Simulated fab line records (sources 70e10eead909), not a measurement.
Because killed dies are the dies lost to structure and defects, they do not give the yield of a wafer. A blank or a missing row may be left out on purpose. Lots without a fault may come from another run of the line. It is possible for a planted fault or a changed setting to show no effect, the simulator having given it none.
fab line records | flow nand-harc
record lots=13 | wafers=39 | last-day=24
route steps=1159 shown A_STAIRCASE@688
lots untouched by any fault: they come from a run of this same line in which no faults occurred
start-h: hours from the record's first day to the start of the lot's first wafer shown | wait-h: hours from the lot's prior step to this one | " the same as in the row above | L1.1+2: one row covering several wafers at once | - no value present, or no start provided | * or withheld: withheld | < > ~ a bound
route shown NAME@n: a module of which the file shows steps, and the number in the route of the first | usual: mean/standard deviation taken from wafers without a fault | same: alike in all rows | chamber/n: place in a boat | sites: per-site readings | _std_site: standard deviation of those values | _edge_site: outer sites' mean less inner sites' | radius-mm: how far each site lies from the wafer's centre | mask NAME#n: copy n | behind: the tool/chamber that last shaped the wafer | hold: the reason the lot was held/the length of the hold in hours/how it ended | device: the n, p or np transistor that did not switch | end of line: tests run on the same wafers once the route is complete | a step given without rows: its recipe and nothing more | killed: count of dies lost to structure and defects at first sort (not the wafer's yield) | map: dies across one wafer; x = killed, . = not, _ = none there
set.NAME: the run value of the setting; set.NAME@STEP: its run value at that earlier step | model.NAME: the simulator's own value behind a step, which no gauge read
steps of the route over a sample of lots; a table a step, a row a wafer
services: the hour from which a tool's chamber was out of use, counted from the record's first day as start-h (under 0 if before that day), plus the number of hours and why
## steps
# step NHARC_A_STAIRCASE_ETCH_313
# recipe cf4-flow-sccm=100 | chf3-flow-sccm=30 | ar-flow-sccm=0 | rf-w=500 | bias-w=200 | chemistry=CF4/CHF3
# usual cf4-flow-sccm=100.0/0.34 | chamber-pressure-mTorr=25.000/0.022 | drypump-motor-current-A=5.7/0.39 | oes-product-au=0.934/0.017 | rf-vpp-V=370.9/2.3 | showerhead-plenum-p-Torr=1.59/0.067 | throttle-valve-pct=16.802/0.0095
lot.wafer | tool        | chamber | start-h | wait-h | cf4-flow-sccm | chamber-pressure-mTorr | drypump-motor-current-A | oes-product-au | rf-hours-counter-h | rf-vpp-V | showerhead-plenum-p-Torr | throttle-valve-pct
L468.3    | rie-diel-11 | 0       | 259.94  | 0.1    | 99.6          | 25.005                 | 5.4                     | 0.929          | 26                 | 372.1    | 1.65                     | 16.799
L468.1    | "           | 1       | "       | "      | 100.1         | 24.989                 | 6.4                     | 0.927          | 26                 | 372.1    | 1.60                     | 16.787
L468.5    | "           | 1       | "       | "      | 100.2         | 25.017                 | 6.4                     | 0.923          | -                  | 371.0    | 1.60                     | 16.821
L470.2    | rie-diel-06 | 2       | 264.05  | 0.2    | 100.0         | 25.015                 | 5.3                     | 0.942          | 7                  | 371.0    | 1.56                     | 16.808
L470.1    | "           | 1       | "       | "      | 100.7         | 24.979                 | 5.4                     | 0.925          | 8                  | 372.1    | 1.66                     | 16.796
L470.5    | "           | 3       | "       | "      | 99.9          | 24.966                 | 5.4                     | 0.928          | -                  | 372.2    | 1.65                     | 16.787
L472.2    | rie-diel-06 | 0       | 269.86  | 0.1    | 100.0         | 25.015                 | 6.3                     | 0.954          | 9                  | 371.6    | 1.54                     | 16.811
L472.6    | "           | 2       | "       | "      | 100.5         | 25.040                 | 5.2                     | 0.984          | -                  | 371.3    | 1.56                     | 16.788
L472.5    | "           | 3       | "       | "      | 100.1         | 25.004                 | 5.4                     | 0.947          | -                  | 375.0    | 1.65                     | 16.798
L474.2    | rie-diel-06 | 0       | 289.16  | 0.1    | 100.4         | 24.967                 | 6.3                     | 0.922          | 16                 | 370.1    | 1.54                     | 16.809
L474.1    | "           | 1       | "       | "      | 100.1         | 24.982                 | 5.4                     | 0.934          | 14                 | 373.6    | 1.66                     | 16.798
L474.6    | "           | 3       | "       | "      | 99.8          | 24.989                 | 5.4                     | 0.923          | -                  | 372.7    | 1.65                     | 16.817
L473.1    | rie-diel-06 | 3       | 290.88  | 0.1    | 100.3         | 25.011                 | 5.4                     | 0.928          | 15                 | 374.9    | 1.65                     | 16.810
L473.4    | "           | 0       | "       | "      | 99.8          | 24.958                 | 6.3                     | 0.912          | 16                 | 369.2    | 1.54                     | 16.802
L473.6    | "           | 3       | "       | "      | 100.3         | 25.033                 | 5.4                     | 0.919          | -                  | 373.0    | 1.65                     | 16.810
L479.4    | rie-diel-11 | 2       | 323.82  | 0.2    | 99.6          | 25.009                 | 5.5                     | 0.934          | 49                 | 374.2    | 1.69                     | 16.803
L479.1    | "           | 3       | "       | "      | 100.2         | 24.952                 | 5.7                     | 0.927          | 48                 | 367.5    | 1.49                     | 16.814
L479.3    | "           | 0       | "       | "      | 99.8          | 24.993                 | 5.4                     | 0.925          | 47                 | 373.4    | 1.64                     | 16.797
L481.3    | rie-diel-06 | 1       | 335.54  | 0.1    | 100.5         | 24.982                 | 5.4                     | 0.930          | 39                 | 374.0    | 1.65                     | 16.815
L481.1    | "           | 2       | "       | "      | 99.5          | 24.985                 | 5.3                     | 0.929          | 36                 | 368.3    | 1.55                     | 16.796
L481.2    | "           | 3       | "       | "      | 99.9          | 25.049                 | 5.4                     | 0.917          | 34                 | 372.5    | 1.64                     | 16.824
L480.4    | rie-diel-01 | 1       | 336.44  | 0.2    | 99.7          | 24.996                 | 5.9                     | 0.943          | 5                  | 373.6    | 1.70                     | 16.814
L480.2    | "           | 2       | "       | "      | 100.3         | 25.042                 | 5.7                     | 0.950          | 4                  | 368.1    | 1.51                     | 16.802
L480.5    | "           | 1       | "       | "      | 99.9          | 24.998                 | 5.9                     | 0.930          | -                  | 375.2    | 1.70                     | 16.811
L483.1    | rie-diel-06 | 2       | 349.22  | 0.1    | 99.9          | 24.995                 | 5.2                     | 0.923          | 41                 | 370.4    | 1.55                     | 16.812
L483.4    | "           | 3       | "       | "      | 100.3         | 25.012                 | 5.4                     | 0.942          | 39                 | 372.6    | 1.64                     | 16.811
L483.5    | "           | 3       | "       | "      | 100.6         | 25.038                 | 5.4                     | 0.916          | -                  | 372.0    | 1.64                     | 16.795
L487.2    | rie-diel-01 | 2       | 361.14  | 0.1    | 100.2         | 25.019                 | 5.7                     | 0.968          | 14                 | 368.2    | 1.51                     | 16.813
L487.3    | "           | 3       | "       | "      | 100.0         | 25.006                 | 5.8                     | 0.962          | 13                 | 370.5    | 1.55                     | 16.798
L487.1    | "           | 0       | "       | "      | 99.8          | 24.999                 | 6.4                     | 0.983          | 9                  | 371.4    | 1.62                     | 16.806
L488.1    | rie-diel-01 | 1       | 375.91  | 0.1    | 99.8          | 24.966                 | 5.9                     | 0.924          | 19                 | 374.1    | 1.70                     | 16.793
L488.3    | "           | 2       | "       | "      | 100.6         | 25.011                 | 5.7                     | 0.938          | 20                 | 368.9    | 1.51                     | 16.816
L488.5    | "           | 3       | "       | "      | 99.8          | 24.981                 | 5.7                     | 0.926          | -                  | 369.4    | 1.55                     | 16.812
L491.1    | rie-diel-06 | 3       | 386.60  | 0.1    | 100.3         | 25.011                 | 5.4                     | 0.962          | 57                 | 373.3    | 1.64                     | 16.796
L491.2    | "           | 0       | "       | "      | 99.8          | 24.956                 | 6.3                     | 0.964          | 60                 | 370.8    | 1.53                     | 16.792
L491.3    | "           | 2       | "       | "      | 100.4         | 25.009                 | 5.2                     | 0.973          | 58                 | 369.4    | 1.54                     | 16.800
L489.2    | rie-diel-06 | 0       | 388.46  | 0.1    | 99.6          | 25.005                 | 6.3                     | 0.925          | 61                 | 368.7    | 1.53                     | 16.798
L489.4    | "           | 3       | "       | "      | 99.9          | 24.962                 | 5.4                     | 0.927          | -                  | 372.9    | 1.64                     | 16.787
L489.5    | "           | 2       | "       | "      | 99.5          | 25.023                 | 5.2                     | 0.924          | -                  | 369.9    | 1.54                     | 16.810
# step NHARC_A_STAIRCASE_ALD_420
# recipe target-thk-a=200 | pulse-time-s=6 | ald-cycles=200 | temp-c=300 | material=SiO2
# usual heater-power-w=444/40 | precursor-pulse-height-rel=1.000/0.02
lot.wafer | tool      | chamber | start-h | wait-h | heater-power-w | precursor-pulse-height-rel
L468.1    | ald-hk-04 | 0       | 269.26  | -      | 471            | 0.991
L468.3    | "         | 1       | "       | "      | 482            | 0.995
L468.5    | "         | 0       | "       | "      | 472            | 1.002
L470.2    | ald-hk-04 | 2       | 273.30  | -      | 505            | 0.964
L470.1    | "         | 3       | "       | "      | 475            | 1.019
L470.5    | "         | 2       | "       | "      | 510            | 1.001
L472.2    | ald-hk-04 | 3       | 278.09  | -      | 471            | 0.971
L472.5    | "         | 2       | "       | "      | 510            | 0.989
L472.6    | "         | 3       | "       | "      | 467            | 1.026
L473.4    | ald-hk-04 | 0       | 297.38  | -      | 469            | 0.963
L473.1    | "         | 1       | "       | "      | 461            | 1.012
L473.6    | "         | 2       | "       | "      | 497            | 0.988
L474.2    | ald-hk-04 | 0       | 298.02  | -      | 478            | 1.015
L474.1    | "         | 3       | "       | "      | 467            | 1.016
L474.6    | "         | 1       | "       | "      | 477            | 1.029
L479.1    | ald-hk-03 | 0       | 329.79  | -      | 457            | 0.991
L479.4    | "         | 1       | "       | "      | 383            | 0.974
L479.3    | "         | 2       | "       | "      | 456            | 0.982
L481.2    | ald-hk-03 | 3       | 345.44  | -      | 432            | 0.995
L481.1    | "         | 0       | "       | "      | 458            | 1.018
L481.3    | "         | 1       | "       | "      | 385            | 1.021
L480.2    | ald-hk-01 | 2       | 345.99  | -      | 375            | 1.008
L480.4    | "         | 3       | "       | "      | 398            | 1.016
L480.5    | "         | 1       | "       | "      | 461            | 0.997
L483.4    | ald-hk-03 | 2       | 358.22  | -      | 463            | 0.996
L483.1    | "         | 3       | "       | "      | 429            | 0.994
L483.5    | "         | 2       | "       | "      | 469            | 1.015
L487.1    | ald-hk-01 | 3       | 369.09  | -      | 391            | 0.994
L487.3    | "         | 0       | "       | "      | 451            | 0.989
L487.2    | "         | 1       | "       | "      | 478            | 1.030
L488.3    | ald-hk-01 | 1       | 383.82  | -      | 475            | 0.999
L488.1    | "         | 0       | "       | "      | 423            | 1.012
L488.5    | "         | 2       | "       | "      | 370            | 0.999
L491.1    | ald-hk-04 | 2       | 394.83  | -      | 487            | 0.994
L491.3    | "         | 3       | "       | "      | 472            | 1.034
L491.2    | "         | 0       | "       | "      | 498            | 0.990
L489.2    | ald-hk-01 | 1       | 395.78  | -      | 454            | 0.999
L489.4    | "         | 3       | "       | "      | 391            | 1.007
L489.5    | "         | 1       | "       | "      | 475            | 1.004
# step NHARC_A_STAIRCASE_DEP_322
# recipe target-thk-a=38000 | temp-c=400 | target-thk-nm=3800 | teos-flow-sccm=200 | rf-w=500 | material=SiO2
# usual heater-power-w=622/130 | mfc-precursor-sccm=200.0/0.63
lot.wafer | tool     | chamber | start-h | wait-h | heater-power-w | mfc-precursor-sccm
L468.1    | pecvd-03 | 0       | 284.58  | 0.1    | 506            | 199.9
L468.3    | "        | 2       | "       | "      | 664            | 200.6
L468.5    | "        | 1       | "       | "      | 770            | 200.5
L470.1    | pecvd-03 | 0       | 289.24  | 0.1    | 597            | 199.9
L470.2    | "        | 1       | "       | "      | 813            | 199.3
L470.5    | "        | 0       | "       | "      | 489            | 200.0
L472.2    | pecvd-02 | 0       | 294.88  | 0.4    | 482            | 201.5
L472.5    | "        | 2       | "       | "      | 675            | 199.3
L472.6    | "        | 0       | "       | "      | 412            | 200.4
L474.1    | pecvd-03 | 0       | 312.53  | 0.1    | 605            | 199.4
L474.2    | "        | 2       | "       | "      | 571            | 200.8
L474.6    | "        | 0       | "       | "      | 488            | 198.9
L473.1    | pecvd-02 | 2       | 312.77  | 0.3    | 670            | 199.7
L473.6    | "        | 1       | "       | "      | 492            | 199.3
L473.4    | "        | 2       | "       | "      | 674            | 199.5
L479.1    | pecvd-02 | 2       | 348.74  | 0.2    | 809            | 178.6
L479.3    | "        | 0       | "       | "      | 475            | 178.7
L479.4    | "        | 1       | "       | "      | 470            | 179.5
L481.2    | pecvd-03 | 2       | 360.62  | 0.1    | 684            | 200.8
L481.1    | "        | 0       | "       | "      | 580            | 200.5
L481.3    | "        | 1       | "       | "      | 849            | 198.7
L480.2    | pecvd-02 | 0       | 360.78  | 0.2    | 472            | 180.0
L480.4    | "        | 2       | "       | "      | 679            | 178.6
L480.5    | "        | 1       | "       | "      | 469            | 179.5
L483.1    | pecvd-01 | 1       | 378.35  | 0.7    | 746            | 200.5
L483.5    | "        | 2       | "       | "      | 673            | 199.5
L483.4    | "        | 1       | "       | "      | 605            | 200.1
L487.1    | pecvd-03 | 2       | 385.63  | 0.1    | 681            | 199.8
L487.2    | "        | 0       | "       | "      | 563            | 199.2
L487.3    | "        | 1       | "       | "      | 811            | 199.8
L488.1    | pecvd-01 | 2       | 399.18  | 0.1    | 727            | 198.4
L488.3    | "        | 1       | "       | "      | 650            | 199.4
L488.5    | "        | 1       | "       | "      | 623            | 199.7
L489.2    | pecvd-03 | 0       | 410.15  | 0.1    | 556            | 200.2
L489.5    | "        | 0       | "       | "      | 485            | 199.5
L489.4    | "        | 2       | "       | "      | 551            | 199.9
L491.2    | pecvd-01 | 0       | 410.17  | 0.1    | 583            | 200.9
L491.3    | "        | 1       | "       | "      | 723            | 200.1
L491.1    | "        | 2       | "       | "      | 758            | 200.3
# step NHARC_A_STAIRCASE_DEP_325
# recipe target-thk-a=38000 | temp-c=400 | target-thk-nm=3800 | teos-flow-sccm=200 | rf-w=500 | material=SiO2
# usual heater-power-w=623/130 | mfc-precursor-sccm=200.0/0.58
lot.wafer | tool     | chamber | start-h | wait-h | heater-power-w | mfc-precursor-sccm
L468.3    | pecvd-02 | 0       | 291.64  | 0.1    | 450            | 199.0
L468.1    | "        | 2       | "       | "      | 779            | 199.2
L468.5    | "        | 0       | "       | "      | 410            | 199.6
L470.2    | pecvd-01 | 1       | 298.18  | 0.4    | 728            | 200.4
L470.1    | "        | 2       | "       | "      | 736            | 199.6
L470.5    | "        | 1       | "       | "      | 630            | 200.9
L472.2    | pecvd-02 | 2       | 304.09  | 0.4    | 757            | 199.8
L472.5    | "        | 0       | "       | "      | 417            | 200.7
L472.6    | "        | 2       | "       | "      | 663            | 199.6
L474.2    | pecvd-01 | 2       | 320.74  | 0.2    | 848            | 200.1
L474.1    | "        | 0       | "       | "      | 599            | 200.9
L474.6    | "        | 1       | "       | "      | 630            | 199.7
L473.1    | pecvd-03 | 2       | 320.83  | 0.3    | 544            | 199.5
L473.6    | "        | 1       | "       | "      | 764            | 200.0
L473.4    | "        | 2       | "       | "      | 555            | 199.8
L479.1    | pecvd-02 | 1       | 355.76  | 0.1    | 566            | 200.2
L479.3    | "        | 0       | "       | "      | 483            | 200.1
L479.4    | "        | 2       | "       | "      | 668            | 199.3
L481.3    | pecvd-02 | 1       | 367.69  | 0.1    | 590            | 200.4
L481.2    | "        | 2       | "       | "      | 791            | 199.3
L481.1    | "        | 0       | "       | "      | 507            | 200.0
L480.2    | pecvd-03 | 1       | 367.88  | 0.3    | 804            | 201.0
L480.5    | "        | 2       | "       | "      | 539            | 199.9
L480.4    | "        | 0       | "       | "      | 493            | 200.5
L483.1    | pecvd-02 | 1       | 387.50  | 0.2    | 545            | 200.5
L483.5    | "        | 0       | "       | "      | 428            | 200.1
L483.4    | "        | 2       | "       | "      | 661            | 199.5
L487.2    | pecvd-01 | 1       | 394.84  | 0.1    | 716            | 200.9
L487.1    | "        | 2       | "       | "      | 825            | 199.2
L487.3    | "        | 0       | "       | "      | 614            | 200.4
L488.1    | pecvd-03 | 1       | 406.32  | 0.1    | 849            | 198.9
L488.3    | "        | 2       | "       | "      | 625            | 200.7
L488.5    | "        | 0       | "       | "      | 474            | 199.8
L491.1    | pecvd-03 | 0       | 417.23  | 0.1    | 496            | 199.8
L491.3    | "        | 1       | "       | "      | 945            | 198.8
L491.2    | "        | 2       | "       | "      | 622            | 199.4
L489.2    | pecvd-01 | 1       | 417.36  | 0.2    | 749            | 199.9
L489.5    | "        | 0       | "       | "      | 518            | 200.2
L489.4    | "        | 2       | "       | "      | 676            | 201.2
## services
tool        | chamber | start-h | hours | kind
pecvd-02    | 2       | 237.16  | 14.4  | repair
pecvd-01    | -       | 237.18  | 13.0  | pm
rie-diel-06 | -       | 241.20  | 9.0   | pm
rie-diel-01 | 3       | 246.64  | 8.8   | repair
pecvd-01    | 1       | 255.98  | 9.8   | repair
rie-diel-06 | 1       | 271.27  | 7.5   | repair
pecvd-03    | -       | 292.21  | 13.0  | pm
pecvd-03    | 0       | 292.21  | 13.0  | vent-cycle
pecvd-03    | 1       | 292.21  | 13.0  | vent-cycle
pecvd-03    | 2       | 292.21  | 13.0  | vent-cycle
rie-diel-11 | 1       | 295.55  | 5.4   | repair
pecvd-03    | 0       | 305.21  | -     | clean
pecvd-03    | 1       | 305.21  | -     | clean
pecvd-03    | 2       | 305.21  | -     | clean
pecvd-01    | 2       | 310.26  | 4.6   | repair
rie-diel-01 | 0       | 310.45  | 24.0  | repair
rie-diel-01 | -       | 314.83  | 9.0   | pm
pecvd-02    | -       | 334.03  | 13.0  | pm
ald-hk-04   | -       | 364.00  | 10.0  | pm
rie-diel-11 | -       | 366.50  | 9.0   | pm
rie-diel-11 | 0       | 386.54  | 1.2   | repair
rie-diel-06 | 1       | 400.58  | 29.1  | repair
rie-diel-01 | -       | 405.05  | 9.7   | repair
ald-hk-03   | -       | 414.81  | 10.0  | pm
## key
first-sign step=NHARC_A_STAIRCASE_DEP_322 | reading=mfc-precursor-sccm | direction=down | sigmas=33 | usual=200.0 | struck=179.2
effect none on later readings
met-at NHARC_A_STAIRCASE_DEP_322
struck-lots L479,L480
tester-left-out L479,L480
not-acting-at NHARC_A_STAIRCASE_ETCH_313,NHARC_A_STAIRCASE_ALD_420,NHARC_A_STAIRCASE_DEP_325
onset-between 312.77 348.74
fault kind=process-parameter-drift | tool=pecvd-02 | chamber=- | onset-h=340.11 | steps=NHARC_A_STAIRCASE_DEP_322 | channel=teos-flow-sccm | offset=* | shape=step | end-h=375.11 | acts-in=* | stated=*
# tester-left-out: of these lots the tester's yield and bins aren't shown, on N5 and GAA mostly nor the transistor test; their killed dies are dies lost to structure and defects alone, not to doping, threshold or leakage, so they don't give the yield
